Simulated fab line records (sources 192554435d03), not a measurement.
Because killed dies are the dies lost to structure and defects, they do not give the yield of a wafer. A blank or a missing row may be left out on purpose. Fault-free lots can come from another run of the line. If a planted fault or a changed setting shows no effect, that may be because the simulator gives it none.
Chamber matching	flow n5Finfet	N5_BEOL_M2_ILD_DEP_00 on pecvd-03 has 3 sister chambers
The step deposits SiOC from DEMS/O2, target thk 79 nm, time 15.3 s. 3 wafers are shown with their chamber, then 10 later ones without.

== WAFERS, EACH WITH ITS CHAMBER ==
wafer	chamber	heaterPowerOuterW (W)
L081.4	2	261
L089.1	0	162
L089.2	1	217

== WAFERS WITH NO CHAMBER GIVEN ==
wafer	heaterPowerOuterW (W)
L089.3	160
L090.3	194
L090.4	202
L090.6	193
L093.1	226
L093.5	225
L093.6	173
L096.1	275
L096.3	251
L096.5	277

== CHAMBER TAKEN BY EACH ==
wafer	from the rows above	in truth
L089.3	0	0
L090.3	can't be placed: 1 or 0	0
L090.4	can't be placed: 1 or 0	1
L090.6	can't be placed: 1 or 0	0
L093.1	can't be placed: 1 or 2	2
L093.5	can't be placed: 1 or 2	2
L093.6	0	0
L096.1	2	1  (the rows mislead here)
L096.3	can't be placed: 2 or 1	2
L096.5	2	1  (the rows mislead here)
Correctly placed: 2 of 10. Not placeable from these rows: 6 (in 6, the candidates include the true chamber). Number placed wrongly: 2.
How it was worked out, from the rows above alone: a wafer's distance from a chamber is the root of the sum, over the readings, of the square of ((its reading less the chamber's mean) divided by the reading's scatter). If the next closest chamber is less than 2 further off than the closest, the wafer can't be placed; otherwise it belongs to the closest. A chamber's mean is the mean of its shown wafers. The scatter: with one shown wafer a chamber, the root of the mean of the squares of how far each hidden wafer lies from its nearest shown one.
